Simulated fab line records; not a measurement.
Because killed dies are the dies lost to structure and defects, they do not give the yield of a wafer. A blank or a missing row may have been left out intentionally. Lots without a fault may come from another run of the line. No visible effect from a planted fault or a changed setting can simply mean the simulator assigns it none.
fab line records || flow nand_harc || part 2 of 2: steps 40 to 40 of 40
record {"lots": 6, "wafers": 16, "last_day": 33}
route steps=1302 shown A_STAIRCASE@879 A_SGD_CUT@890 END@1302
lots that met no fault: from a run of the same line without faults
start_h: hours from the record's opening day to when the first of the lot's shown wafers began || wait_h: how many hours have passed since the lot's step before this one || " repeats the value in the row above || L1.1+2: several wafers, shown together as one row || - no value, or no start given || * or withheld: withheld || < > ~ a bound
route shown NAME@n: a module of which the file shows steps, and the number in the route of the first || usual: mean/standard deviation taken from wafers without a fault || same: alike in all rows || chamber/n: place in a boat || sites: readings site by site || _std_site: standard deviation across them || _edge_site: the outer-site mean with the inner-site mean subtracted || radius_mm: for every site, how far away it sits from the centre of the wafer || mask NAME#n: copy n || behind: tool/chamber where the wafer was last shaped || hold: the reason the lot was held/the length of the hold in hours/how it ended || device: the transistor (n, p or np) that didn't switch || end of line: tests run on the same wafers once the route is complete || step lacking rows: just its recipe || killed: dies lost to structure and defects at the first sort, not the wafer's yield || map: dies across one wafer; x = killed, . = not, _ = none there
set.NAME: the setting that was run; set.NAME@STEP: the one run at that earlier step || model.NAME: the simulator's own value behind a step, which no gauge read
a table for each step, a row for each wafer; lots at some steps of the route
services: the hour from which a tool's chamber was out of use, counted from the record's first day as start_h (under 0 if before that day), plus the number of hours and why
## steps
# step NHARC_END_SORT_01
# recipe {"temp_c": 25}
# usual {"killed_at_array": "46/15", "killed_at_other": "0.8/1.1", "killed_at_periphery": "4.0/2.9", "killed_dies": "50/15", "killed_open": "3.2/1.8", "killed_short": "2.3/1.6"}
# same {"gross_dies": 677}
{"lot.wafer": "L136.1", "tool": "prober-01", "chamber": 0, "start_h": 593.07, "wait_h": 2.5, "killed_at_array": 41, "killed_at_other": 2, "killed_at_periphery": 1, "killed_dies": 44, "killed_open": 4, "killed_short": 2}
{"lot.wafer": "L136.2", "tool": "prober-01", "chamber": 0, "start_h": 593.89, "wait_h": 2.8, "killed_at_array": 31, "killed_at_other": 1, "killed_at_periphery": 5, "killed_dies": 37, "killed_open": 1, "killed_short": 3}
{"lot.wafer": "L136.3", "tool": "prober-01", "chamber": 0, "start_h": 594.70, "wait_h": 3.1, "killed_at_array": 33, "killed_at_other": 3, "killed_at_periphery": 5, "killed_dies": 41, "killed_open": 1, "killed_short": 2}
{"lot.wafer": "L138.2", "tool": "prober-02", "chamber": 0, "start_h": 625.06, "wait_h": 2.8, "killed_at_array": 36, "killed_at_other": 2, "killed_at_periphery": 3, "killed_dies": 41, "killed_open": 2, "killed_short": 2}
{"lot.wafer": "L138.3", "tool": "prober-02", "chamber": 0, "start_h": 625.86, "wait_h": 3.1, "killed_at_array": 40, "killed_at_other": 0, "killed_at_periphery": 6, "killed_dies": 46, "killed_open": 3, "killed_short": 1}
{"lot.wafer": "L138.5", "tool": "prober-02", "chamber": 0, "start_h": 627.45, "wait_h": 3.7, "killed_at_array": 39, "killed_at_other": 0, "killed_at_periphery": 3, "killed_dies": 42, "killed_open": 1, "killed_short": 2}
{"lot.wafer": "L142.1", "tool": "prober-01", "chamber": 0, "start_h": 683.04, "wait_h": 2.5, "killed_at_array": 38, "killed_at_other": 0, "killed_at_periphery": 2, "killed_dies": 40, "killed_open": 2, "killed_short": 2}
{"lot.wafer": "L142.4", "tool": "prober-01", "chamber": 0, "start_h": 685.50, "wait_h": 3.5, "killed_at_array": 39, "killed_at_other": 1, "killed_at_periphery": 2, "killed_dies": 42, "killed_open": 8, "killed_short": 1}
{"lot.wafer": "L142.6", "tool": "prober-01", "chamber": 0, "start_h": 687.13, "wait_h": 4.1, "killed_at_array": 35, "killed_at_other": 0, "killed_at_periphery": 4, "killed_dies": 39, "killed_open": 7, "killed_short": 5}
{"lot.wafer": "L148.4", "tool": "prober-01", "chamber": 0, "start_h": 743.61, "wait_h": 3.4, "killed_at_array": 674, "killed_at_other": 0, "killed_at_periphery": 3, "killed_dies": 677, "killed_open": 5, "killed_short": 3}
{"lot.wafer": "L148.6", "tool": "prober-01", "chamber": 0, "start_h": 745.22, "wait_h": 4.0, "killed_at_array": 57, "killed_at_other": 1, "killed_at_periphery": 5, "killed_dies": 63, "killed_open": 6, "killed_short": 3}
{"lot.wafer": "L151.3", "tool": "prober-01", "chamber": 0, "start_h": 771.37, "wait_h": 3.1, "killed_at_array": 64, "killed_at_other": 0, "killed_at_periphery": 1, "killed_dies": 65, "killed_open": 2, "killed_short": 3}
{"lot.wafer": "L151.4", "tool": "prober-01", "chamber": 0, "start_h": 772.18, "wait_h": 3.4, "killed_at_array": 674, "killed_at_other": 2, "killed_at_periphery": 1, "killed_dies": 677, "killed_open": 3, "killed_short": 2}
{"lot.wafer": "L154.2", "tool": "prober-01", "chamber": 0, "start_h": 778.43, "wait_h": 2.8, "killed_at_array": 50, "killed_at_other": 4, "killed_at_periphery": 2, "killed_dies": 56, "killed_open": 1, "killed_short": 1}
{"lot.wafer": "L154.4", "tool": "prober-01", "chamber": 0, "start_h": 780.02, "wait_h": 3.4, "killed_at_array": 49, "killed_at_other": 2, "killed_at_periphery": 4, "killed_dies": 55, "killed_open": 3, "killed_short": 6}
{"lot.wafer": "L154.5", "tool": "prober-01", "chamber": 0, "start_h": 780.81, "wait_h": 3.7, "killed_at_array": 53, "killed_at_other": 4, "killed_at_periphery": 4, "killed_dies": 61, "killed_open": 2, "killed_short": 2}
# killed by level:class
L136.1 A_CHANNEL_HOLE_D2:chamber_film_flake=24 A_CHANNEL_HOLE_D1:chamber_film_flake=4 A_STAIRCASE:chamber_film_flake=3 A_CHANNEL_FILL_D2:chamber_film_flake=2 THIN_TSV:chamber_film_flake=2 P_GATE:geometric_particle:open=1 A_ONON_D1:geometric_particle:open=1 A_CHANNEL_FILL_D1:geometric_particle:short=1
L136.2 A_CHANNEL_HOLE_D2:chamber_film_flake=17 P_GATE:chamber_film_flake=3 A_STAIRCASE:chamber_film_flake=3 A_CHANNEL_FILL_D2:geometric_particle:short=2 A_CHANNEL_FILL_D2:chamber_film_flake=2 A_ONON_D1:geometric_particle:short=1 A_CHANNEL_HOLE_D1:geometric_particle:open=1 P_ZERO_WELL:chamber_film_flake=1
L136.3 A_CHANNEL_HOLE_D2:chamber_film_flake=17 A_STAIRCASE:chamber_film_flake=4 P_ZERO_WELL:chamber_film_flake=3 A_CHANNEL_HOLE_D1:chamber_film_flake=3 A_CHANNEL_FILL_D2:chamber_film_flake=2 THIN_TSV:chamber_film_flake=2 A_CHANNEL_FILL_D2:geometric_particle:short=1 A_M0:geometric_particle:open=1
L138.2 A_CHANNEL_HOLE_D2:chamber_film_flake=21 P_ZERO_WELL:chamber_film_flake=3 A_M0:chamber_film_flake=3 A_CHANNEL_HOLE_D1:chamber_film_flake=2 A_DECK1_JOINT:chamber_film_flake=2 A_CONTACT:chamber_film_flake=2 THIN_TSV:chamber_film_flake=2 A_DECK1_JOINT:geometric_particle:short=1
L138.3 A_CHANNEL_HOLE_D2:chamber_film_flake=26 A_CHANNEL_HOLE_D1:chamber_film_flake=3 A_STAIRCASE:chamber_film_flake=3 A_CONTACT:chamber_film_flake=3 P_BONDPAD:chamber_film_flake=2 P_CONTACT:geometric_particle:open=1 P_M0:geometric_particle:open=1 A_ONON_D1:geometric_particle:open=1
L138.5 A_CHANNEL_HOLE_D2:chamber_film_flake=22 A_CHANNEL_HOLE_D1:chamber_film_flake=5 A_STAIRCASE:chamber_film_flake=5 A_SLIT:chamber_film_flake=2 A_CHANNEL_FILL_D1:geometric_particle:short=1 A_CHANNEL_FILL_D1:geometric_particle:open=1 A_BLC:geometric_particle:short=1 P_ZERO_WELL:chamber_film_flake=1
L142.1 A_CHANNEL_HOLE_D1:chamber_film_flake=24 A_CONTACT:chamber_film_flake=4 A_SLIT:chamber_film_flake=2 A_WL_FILL:chamber_film_flake=2 P_CONTACT:geometric_particle:open=1 A_ONON_D1:geometric_particle:open=1 A_ONON_D1:geometric_particle:short=1 A_DECK1_JOINT:geometric_particle:short=1
L142.4 A_CHANNEL_HOLE_D1:chamber_film_flake=28 A_CONTACT:geometric_particle:open=2 A_CONTACT:chamber_film_flake=2 P_M0:geometric_particle:open=1 A_SOURCE_PLATE:geometric_particle:open=1 A_ONON_D2:geometric_particle:open=1 A_CHANNEL_FILL_D2:geometric_particle:open=1 A_WL_FILL:geometric_particle:open=1
L142.6 A_CHANNEL_HOLE_D1:chamber_film_flake=17 A_CONTACT:chamber_film_flake=7 P_M0:geometric_particle:open=3 A_ONON_D2:geometric_particle:short=2 A_CHANNEL_FILL_D2:geometric_particle:open=2 A_WL_FILL:geometric_particle:short=2 A_ONON_D2:geometric_particle:open=1 A_CHANNEL_FILL_D2:geometric_particle:short=1
L148.4 A_SGD_CUT:area_dep=620 A_CHANNEL_HOLE_D1:chamber_film_flake=17 A_CHANNEL_HOLE_D2:chamber_film_flake=16 A_CONTACT:chamber_film_flake=7 A_SLIT:chamber_film_flake=5 P_M0:chamber_film_flake=2 P_M0:geometric_particle:open=1 A_ONON_D1:geometric_particle:open=1
L148.6 A_CHANNEL_HOLE_D2:chamber_film_flake=22 A_CHANNEL_HOLE_D1:chamber_film_flake=16 A_CHANNEL_FILL_D2:chamber_film_flake=4 A_STAIRCASE:chamber_film_flake=4 A_CONTACT:chamber_film_flake=4 P_CONTACT:geometric_particle:open=3 A_SLIT:chamber_film_flake=3 P_GATE:geometric_particle:open=2
L151.3 A_CHANNEL_HOLE_D2:chamber_film_flake=26 A_CONTACT:chamber_film_flake=11 A_CHANNEL_HOLE_D1:chamber_film_flake=6 A_STAIRCASE:chamber_film_flake=6 A_SLIT:chamber_film_flake=5 A_WL_FILL:chamber_film_flake=3 A_CHANNEL_FILL_D2:geometric_particle:short=2 A_CHANNEL_FILL_D2:chamber_film_flake=2
L151.4 A_SGD_CUT:area_dep=621 A_CHANNEL_HOLE_D2:chamber_film_flake=25 A_CONTACT:chamber_film_flake=10 A_CHANNEL_HOLE_D1:chamber_film_flake=7 A_STAIRCASE:chamber_film_flake=2 A_SLIT:chamber_film_flake=2 THIN_TSV:chamber_film_flake=2 A_CHANNEL_HOLE_D2:geometric_particle:short=1
L154.2 A_SLIT:chamber_film_flake=27 A_CHANNEL_HOLE_D1:chamber_film_flake=12 A_STAIRCASE:chamber_film_flake=6 THIN_TSV:chamber_film_flake=4 A_M1:chamber_film_flake=2 A_DECK1_JOINT:geometric_particle:short=1 A_CHANNEL_FILL_D2:geometric_particle:open=1 P_ZERO_WELL:chamber_film_flake=1
L154.4 A_SLIT:chamber_film_flake=24 A_STAIRCASE:chamber_film_flake=7 A_CHANNEL_HOLE_D1:chamber_film_flake=6 A_WL_FILL:geometric_particle:short=2 P_ZERO_WELL:chamber_film_flake=2 A_CONTACT:chamber_film_flake=2 THIN_TSV:chamber_film_flake=2 P_STI:geometric_particle:short=1
L154.5 A_SLIT:chamber_film_flake=23 A_CHANNEL_HOLE_D1:chamber_film_flake=15 A_STAIRCASE:chamber_film_flake=4 THIN_TSV:chamber_film_flake=4 P_ZERO_WELL:chamber_film_flake=3 A_M1:chamber_film_flake=3 A_CHANNEL_FILL_D1:geometric_particle:open=2 A_CONTACT:chamber_film_flake=2
# map L148.4 (x killed, . not)
____________x____________
_________xxxxxxx_________
_______xxxxxxxxxxx_______
______xxxxxxxxxxxxx______
_____xxxxxxxxxxxxxxx_____
____xxxxxxxxxxxxxxxxx____
____xxxxxxxxxxxxxxxxx____
___xxxxxxxxxxxxxxxxxxx___
___xxxxxxxxxxxxxxxxxxx___
__xxxxxxxxxxxxxxxxxxxxx__
__xxxxxxxxxxxxxxxxxxxxx__
_xxxxxxxxxxxxxxxxxxxxxxx_
_xxxxxxxxxxxxxxxxxxxxxxx_
_xxxxxxxxxxxxxxxxxxxxxxx_
_xxxxxxxxxxxxxxxxxxxxxxx_
_xxxxxxxxxxxxxxxxxxxxxxx_
xxxxxxxxxxxxxxxxxxxxxxxxx
xxxxxxxxxxxxxxxxxxxxxxxxx
xxxxxxxxxxxxxxxxxxxxxxxxx
xxxxxxxxxxxxxxxxxxxxxxxxx
xxxxxxxxxxxxxxxxxxxxxxxxx
_xxxxxxxxxxxxxxxxxxxxxxx_
_xxxxxxxxxxxxxxxxxxxxxxx_
_xxxxxxxxxxxxxxxxxxxxxxx_
_xxxxxxxxxxxxxxxxxxxxxxx_
_xxxxxxxxxxxxxxxxxxxxxxx_
__xxxxxxxxxxxxxxxxxxxxx__
__xxxxxxxxxxxxxxxxxxxxx__
___xxxxxxxxxxxxxxxxxxx___
___xxxxxxxxxxxxxxxxxxx___
____xxxxxxxxxxxxxxxxx____
____xxxxxxxxxxxxxxxxx____
_____xxxxxxxxxxxxxxx_____
______xxxxxxxxxxxxx______
_______xxxxxxxxxxx_______
_________xxxxxxx_________
____________x____________
# map L151.4 (x killed, . not)
____________x____________
_________xxxxxxx_________
_______xxxxxxxxxxx_______
______xxxxxxxxxxxxx______
_____xxxxxxxxxxxxxxx_____
____xxxxxxxxxxxxxxxxx____
____xxxxxxxxxxxxxxxxx____
___xxxxxxxxxxxxxxxxxxx___
___xxxxxxxxxxxxxxxxxxx___
__xxxxxxxxxxxxxxxxxxxxx__
__xxxxxxxxxxxxxxxxxxxxx__
_xxxxxxxxxxxxxxxxxxxxxxx_
_xxxxxxxxxxxxxxxxxxxxxxx_
_xxxxxxxxxxxxxxxxxxxxxxx_
_xxxxxxxxxxxxxxxxxxxxxxx_
_xxxxxxxxxxxxxxxxxxxxxxx_
xxxxxxxxxxxxxxxxxxxxxxxxx
xxxxxxxxxxxxxxxxxxxxxxxxx
xxxxxxxxxxxxxxxxxxxxxxxxx
xxxxxxxxxxxxxxxxxxxxxxxxx
xxxxxxxxxxxxxxxxxxxxxxxxx
_xxxxxxxxxxxxxxxxxxxxxxx_
_xxxxxxxxxxxxxxxxxxxxxxx_
_xxxxxxxxxxxxxxxxxxxxxxx_
_xxxxxxxxxxxxxxxxxxxxxxx_
_xxxxxxxxxxxxxxxxxxxxxxx_
__xxxxxxxxxxxxxxxxxxxxx__
__xxxxxxxxxxxxxxxxxxxxx__
___xxxxxxxxxxxxxxxxxxx___
___xxxxxxxxxxxxxxxxxxx___
____xxxxxxxxxxxxxxxxx____
____xxxxxxxxxxxxxxxxx____
_____xxxxxxxxxxxxxxx_____
______xxxxxxxxxxxxx______
_______xxxxxxxxxxx_______
_________xxxxxxx_________
____________x____________
## services
{"tool": "rie_diel-13", "chamber": 0, "start_h": 449.03, "hours": "-", "kind": "clean"}
{"tool": "rie_diel-13", "chamber": 1, "start_h": 449.03, "hours": "-", "kind": "clean"}
{"tool": "rie_diel-13", "chamber": 2, "start_h": 449.03, "hours": "-", "kind": "clean"}
{"tool": "rie_diel-13", "chamber": 3, "start_h": 449.03, "hours": "-", "kind": "clean"}
{"tool": "rie_diel-02", "chamber": 0, "start_h": 449.94, "hours": 10.9, "kind": "repair"}
{"tool": "pecvd-04", "chamber": "-", "start_h": 450.48, "hours": 13.0, "kind": "pm"}
{"tool": "rie_diel-13", "chamber": 0, "start_h": 473.53, "hours": "-", "kind": "clean"}
{"tool": "rie_diel-12", "chamber": 2, "start_h": 491.65, "hours": 2.8, "kind": "repair"}
{"tool": "pecvd-01", "chamber": "-", "start_h": 492.56, "hours": 2.3, "kind": "repair"}
{"tool": "pecvd-01", "chamber": "-", "start_h": 498.23, "hours": 13.0, "kind": "pm"}
{"tool": "rie_diel-02", "chamber": 2, "start_h": 514.27, "hours": 4.9, "kind": "repair"}
{"tool": "rie_diel-13", "chamber": 1, "start_h": 517.50, "hours": 1.8, "kind": "repair"}
{"tool": "rie_diel-13", "chamber": "-", "start_h": 519.00, "hours": 9.0, "kind": "pm"}
{"tool": "pecvd-03", "chamber": "-", "start_h": 547.00, "hours": 13.0, "kind": "pm"}
{"tool": "rie_diel-12", "chamber": 1, "start_h": 554.42, "hours": 7.1, "kind": "repair"}
{"tool": "rie_diel-12", "chamber": 2, "start_h": 554.98, "hours": 1.9, "kind": "repair"}
{"tool": "rie_diel-01", "chamber": "-", "start_h": 558.64, "hours": 9.0, "kind": "pm"}
{"tool": "rie_diel-12", "chamber": "-", "start_h": 561.29, "hours": 0.2, "kind": "repair"}
{"tool": "rie_diel-02", "chamber": "-", "start_h": 570.70, "hours": 9.0, "kind": "pm"}
{"tool": "rie_diel-05", "chamber": "-", "start_h": 583.83, "hours": 9.0, "kind": "pm"}
{"tool": "rie_diel-13", "chamber": "-", "start_h": 595.37, "hours": 2.4, "kind": "repair"}
{"tool": "rie_diel-10", "chamber": "-", "start_h": 596.66, "hours": 9.0, "kind": "pm"}
{"tool": "rie_diel-12", "chamber": "-", "start_h": 622.40, "hours": 9.0, "kind": "pm"}
{"tool": "pecvd-04", "chamber": "-", "start_h": 631.48, "hours": 13.0, "kind": "pm"}
## key
first_sign {"step": "NHARC_END_SORT_01", "reading": "killed_at_array", "direction": "up", "sigmas": 42, "usual": 46, "struck": 674}
effect {"step": "NHARC_END_SORT_01", "reading": "killed_dies", "direction": "up", "sigmas": 41, "usual": 50, "struck": 677}
more_kills_born_at {"NHARC_A_SGD_CUT_DEP_00@pecvd-03": 1241}
met_at NHARC_A_SGD_CUT_DEP_00
struck_wafers L148.4,L151.4
later_rows_left_out L148.4,L151.4
tester_left_out L148,L151
onset_between 546.34 605.65
fault {"kind": "process_parameter_drift", "tool": "pecvd-03", "chamber": "-", "onset_h": 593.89, "steps": "NHARC_A_SGD_CUT_DEP_00", "channel": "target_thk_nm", "offset": 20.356, "shape": "step", "end_h": 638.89, "scope": "struck_wafers_only", "acts_in": "these_recipes_only", "stated": 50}
# tester_left_out: of these lots the tester's yield and bins aren't shown, on N5 and GAA mostly nor the transistor test; their killed dies are dies lost to structure and defects alone, not to doping, threshold or leakage, so they don't give the yield
# later_rows_left_out: the simulator's readings of these wafers behind a module that went badly wrong aren't trusted and aren't shown, but for the sort
